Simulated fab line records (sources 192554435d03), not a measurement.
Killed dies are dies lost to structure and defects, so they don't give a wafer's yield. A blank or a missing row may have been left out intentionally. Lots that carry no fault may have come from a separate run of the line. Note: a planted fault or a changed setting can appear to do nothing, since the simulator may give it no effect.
Which tool did it? :: flow n5 finfet :: 14 lots, 42 wafers sampled, at 2 steps of a route of 1938

## WHAT THE GAUGES READ, wafer by wafer
N5_GATE_CUT_INSPECT_26: inspects for defects (darkfield).
lot: L731
measured: day 4 15:31
on: defect inspect-02
raw defect count: 20 29 29

lot: L732
measured: day 4 22:29
on: defect inspect-02
raw defect count: 29 16 31

lot: L741
measured: day 7 08:13
on: defect inspect-01
raw defect count: 51 65 45

lot: L742
measured: day 7 10:54
on: defect inspect-01
raw defect count: 36 49 55

lot: L744
measured: day 8 04:51
on: defect inspect-01
raw defect count: 8 13 13

lot: L745
measured: day 8 06:48
on: defect inspect-02
raw defect count: 46 32 52

lot: L746
measured: day 8 12:07
on: defect inspect-01
raw defect count: 21 15 30

lot: L747
measured: day 8 23:18
on: defect inspect-01
raw defect count: 23 32 15

lot: L748
measured: day 9 00:32
on: defect inspect-02
raw defect count: 24 32 41

lot: L749
measured: day 9 10:01
on: defect inspect-02
raw defect count: 11 8 19

lot: L750
measured: day 9 13:38
on: defect inspect-01
raw defect count: 35 31 30

lot: L751
measured: day 9 18:26
on: defect inspect-02
raw defect count: 66 17 64

lot: L753
measured: day 10 08:04
on: defect inspect-01
raw defect count: 46 63 97

lot: L754
measured: day 10 12:59
on: defect inspect-01
raw defect count: 47 21 33

## TOOL THAT RAN EACH LOT (tool first, then ch and the chambers of the sampled wafers, then the start)
lot: L731
N5_GATE_CUT_VAPOR_ETCH_49: rie metal-01 ch 0,1, day 4 12:46

lot: L732
N5_GATE_CUT_VAPOR_ETCH_49: rie metal-03 ch 0,1, day 4 19:30

lot: L741
N5_GATE_CUT_VAPOR_ETCH_49: rie metal-03 ch 0,1, day 7 05:21

lot: L742
N5_GATE_CUT_VAPOR_ETCH_49: rie metal-03 ch 0,1, day 7 08:08

lot: L744
N5_GATE_CUT_VAPOR_ETCH_49: rie metal-01 ch 0,1, day 8 02:01

lot: L745
N5_GATE_CUT_VAPOR_ETCH_49: rie metal-01 ch 0,1, day 8 04:02

lot: L746
N5_GATE_CUT_VAPOR_ETCH_49: rie metal-03 ch 0,1, day 8 09:03

lot: L747
N5_GATE_CUT_VAPOR_ETCH_49: rie metal-02 ch 0,1, day 8 19:29

lot: L748
N5_GATE_CUT_VAPOR_ETCH_49: rie metal-02 ch 0,1, day 8 21:14

lot: L749
N5_GATE_CUT_VAPOR_ETCH_49: rie metal-03 ch 1, day 9 07:13

lot: L750
N5_GATE_CUT_VAPOR_ETCH_49: rie metal-01 ch 0,1, day 9 10:47

lot: L751
N5_GATE_CUT_VAPOR_ETCH_49: rie metal-02 ch 1, day 9 15:41

lot: L753
N5_GATE_CUT_VAPOR_ETCH_49: rie metal-01 ch 1, day 10 04:53

lot: L754
N5_GATE_CUT_VAPOR_ETCH_49: rie metal-02 ch 0,1, day 10 09:55
- N5_GATE_CUT_VAPOR_ETCH_49: etches TiAlC in BCl3/Cl2.

## WHAT THE TOOLS THEMSELVES READ (means of the sampled wafers that have a number; where no wafer has one, the mark that the record gives instead)
N5_GATE_CUT_VAPOR_ETCH_49.
lot: L731
tool: rie metal-01
drypump motor current A (A): 6.0
he backside leak sccm (sccm): 3.54
oes product au (a.u.): 0.66

lot: L732
tool: rie metal-03
drypump motor current A (A): 5.9
he backside leak sccm (sccm): 3.51
oes product au (a.u.): 0.66

lot: L741
tool: rie metal-03
drypump motor current A (A): 6.0
he backside leak sccm (sccm): 2.91
oes product au (a.u.): 0.85

lot: L742
tool: rie metal-03
drypump motor current A (A): 6.0
he backside leak sccm (sccm): 3.33
oes product au (a.u.): 0.84

lot: L744
tool: rie metal-01
drypump motor current A (A): 6.0
he backside leak sccm (sccm): 3.57
oes product au (a.u.): 0.64

lot: L745
tool: rie metal-01
drypump motor current A (A): 6.0
he backside leak sccm (sccm): 3.52
oes product au (a.u.): 0.64

lot: L746
tool: rie metal-03
drypump motor current A (A): 5.8
he backside leak sccm (sccm): 3.38
oes product au (a.u.): 0.89

lot: L747
tool: rie metal-02
drypump motor current A (A): 5.6
he backside leak sccm (sccm): 3.45
oes product au (a.u.): 0.75

lot: L748
tool: rie metal-02
drypump motor current A (A): 5.4
he backside leak sccm (sccm): 3.11
oes product au (a.u.): 0.79

lot: L749
tool: rie metal-03
drypump motor current A (A): 5.7
he backside leak sccm (sccm): 3.35
oes product au (a.u.): 0.94

lot: L750
tool: rie metal-01
drypump motor current A (A): 6.0
he backside leak sccm (sccm): 3.53
oes product au (a.u.): 0.63

lot: L751
tool: rie metal-02
drypump motor current A (A): 5.3
he backside leak sccm (sccm): 3.00
oes product au (a.u.): 0.83

lot: L753
tool: rie metal-01
drypump motor current A (A): 6.3
he backside leak sccm (sccm): 3.72
oes product au (a.u.): 0.64

lot: L754
tool: rie metal-02
drypump motor current A (A): 5.6
he backside leak sccm (sccm): 3.28
oes product au (a.u.): 0.74

## THE ANSWER, worked out from the rows above alone
Rule: the usual values come from the lots themselves. The widest of any qualifying gaps counts: lots, ordered by their means at a reading, are off when they make up no more than a third of the lots, leave a main group of 4 or more, and stand apart from it by 3 or more times the standard deviation of that group's means. If all means in a main group match to the digits the tables above print for the reading, that group is not used. Also off: a lot with no number at a reading for which 4 or more lots have one. Where the step has rows for the other lots, those lots are counted as sound. First the gauges in route order, then the tools' own readings, where a lot's mean is used as printed above. The first step at which some lot is off is used, and at that step the reading that is off furthest; a lot without a number counts as furthest.
No lot is off at any reading shown: from this, nothing can be told.

## WHAT THE SIMULATOR HAD INSERTED
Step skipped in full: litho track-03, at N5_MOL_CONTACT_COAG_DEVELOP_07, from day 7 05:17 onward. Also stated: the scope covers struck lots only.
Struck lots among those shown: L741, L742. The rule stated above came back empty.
